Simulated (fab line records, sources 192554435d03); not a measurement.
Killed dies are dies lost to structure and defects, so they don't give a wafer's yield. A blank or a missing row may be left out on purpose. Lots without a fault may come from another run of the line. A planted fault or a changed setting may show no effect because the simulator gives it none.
Chamber matching | flow n5_finfet | N5_FIN_SAQP_ETCH_69 on rie_diel-05: 4 sister chambers
The step etches SOC in N2/H2, stops on SiNx, target depth 150 nm. 16 wafers are shown with their chamber, then 8 later ones without.

WAFERS WITH THEIR CHAMBER
wafer  | chamber | showerhead_plenum_p_Torr (Torr) | throttle_valve_pct (%) | drypump_motor_current_A (A)
L075.1 | 2       | 2.61                            | 17.6                   | 5.8
L075.4 | 3       | 2.38                            | 17.8                   | 6.7
L075.5 | 3       | 2.38                            | 17.7                   | 6.7
L076.2 | 1       | 2.42                            | 18.3                   | 6.2
L076.5 | 0       | 2.68                            | 17.2                   | 5.7
L076.6 | 3       | 2.38                            | 17.7                   | 6.8
L081.1 | 0       | 2.68                            | 17.2                   | 5.7
L081.2 | 3       | 2.38                            | 17.8                   | 6.7
L081.6 | 1       | 2.41                            | 18.3                   | 6.2
L084.1 | 2       | 2.61                            | 17.6                   | 5.7
L084.3 | 3       | 2.38                            | 17.8                   | 6.7
L084.5 | 1       | 2.41                            | 18.3                   | 6.2
L089.1 | 2       | 2.60                            | 17.6                   | 5.8
L089.2 | 0       | 2.68                            | 17.2                   | 5.7
L089.5 | 2       | 2.60                            | 17.6                   | 5.8
L090.2 | 2       | 2.60                            | 17.6                   | 5.8

SIGNATURES (means of the wafers above)
reading                  | chamber 0 | chamber 1 | chamber 2 | chamber 3 | scatter within a chamber
showerhead_plenum_p_Torr | 2.6800    | 2.4133    | 2.6040    | 2.3800    | 0.00394
throttle_valve_pct       | 17.200    | 18.300    | 17.600    | 17.760    | 0.0316
drypump_motor_current_A  | 5.700     | 6.200     | 5.780     | 6.720     | 0.0365
Rule: a wafer's distance from a chamber is the root of the sum, over the readings, of the square of ((its reading less the chamber's mean) divided by the reading's scatter). The wafer belongs to the nearest chamber; if the next one is less than 2 further off, it can't be placed. The scatter: the root of (the sum of the squares of (reading less its chamber's mean) over the shown wafers, divided by (wafers less chambers)).

WAFERS WITHOUT THEIR CHAMBER
wafer  | showerhead_plenum_p_Torr (Torr) | throttle_valve_pct (%) | drypump_motor_current_A (A)
L090.3 | 2.68                            | 17.2                   | 5.7
L090.6 | 2.68                            | 17.2                   | 5.7
L094.1 | 2.69                            | 17.4                   | 6.7
L094.3 | 2.73                            | 18.0                   | 6.2
L094.4 | 2.60                            | 17.7                   | 5.8
L095.1 | 2.60                            | 17.7                   | 5.8
L095.3 | 2.69                            | 17.4                   | 6.7
L095.6 | 2.73                            | 18.0                   | 6.2

WHICH CHAMBER EACH WENT THROUGH
wafer  | from the rows above | in truth
L090.3 | 0                   | 0
L090.6 | 0                   | 0
L094.1 | 0                   | 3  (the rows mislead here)
L094.3 | 0                   | 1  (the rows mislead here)
L094.4 | 2                   | 2
L095.1 | 2                   | 2
L095.3 | 0                   | 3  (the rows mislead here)
L095.6 | 0                   | 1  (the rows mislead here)
Placed correctly: 4 of 8. Can't be placed from these rows: 0. Placed wrongly: 4.
